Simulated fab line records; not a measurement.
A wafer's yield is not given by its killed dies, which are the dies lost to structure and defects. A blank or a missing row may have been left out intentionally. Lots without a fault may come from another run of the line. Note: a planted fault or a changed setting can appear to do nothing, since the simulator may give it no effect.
Chamber matching | flow nand-harc | NHARC_A_STAIRCASE_DESCUM_11 on rie-diel-04 has 4 sister chambers
The step chemistry O2, time 3 s. 8 wafers are shown with their chamber, then 9 later ones without.

WAFERS WITH THEIR CHAMBER
wafer  | chamber | drypump-motor-current-A (A) | showerhead-plenum-p-Torr (Torr)
L087.2 | 3       | 5.3                         | 1.98
L087.5 | 1       | 6.2                         | 1.84
L084.2 | 2       | 5.7                         | 1.86
L084.3 | 3       | 5.2                         | 1.98
L084.4 | 0       | 5.1                         | 1.79
L094.1 | 1       | 6.2                         | 1.83
L094.3 | 0       | 5.0                         | 1.79
L094.5 | 2       | 5.7                         | 1.86

WAFERS WHOSE CHAMBER IS MISSING
wafer  | drypump-motor-current-A (A) | showerhead-plenum-p-Torr (Torr)
L092.1 | 6.2                         | 1.83
L092.2 | 5.7                         | 1.86
L092.6 | 6.2                         | 1.83
L096.1 | 6.2                         | 1.83
L096.3 | 5.3                         | 1.98
L096.4 | 5.0                         | 1.79
L095.2 | 5.0                         | 1.79
L095.3 | 6.1                         | 1.83
L095.4 | 5.7                         | 1.86

CHAMBER TAKEN BY EACH
wafer  | from the rows above | in truth
L092.1 | 1                   | 1
L092.2 | 2                   | 2
L092.6 | 1                   | 1
L096.1 | 1                   | 1
L096.3 | 3                   | 3
L096.4 | 0                   | 0
L095.2 | 0                   | 0
L095.3 | 1                   | 1
L095.4 | 2                   | 2
Correctly placed: 9 of 9. From these rows, 0 cannot be placed. Number placed wrongly: 0.
How it was worked out, from the rows above alone: a wafer's distance from a chamber is the root of the sum, over the readings, of the square of ((its reading less the chamber's mean) divided by the reading's scatter). If the next closest chamber is less than 2 further off than the closest, the wafer can't be placed; otherwise it belongs to the closest. The mean given for a chamber averages the wafers shown for that chamber. The scatter is the square root of a quotient: the sum, over the shown wafers, of each reading's squared deviation from its chamber's mean, divided by wafers minus chambers.
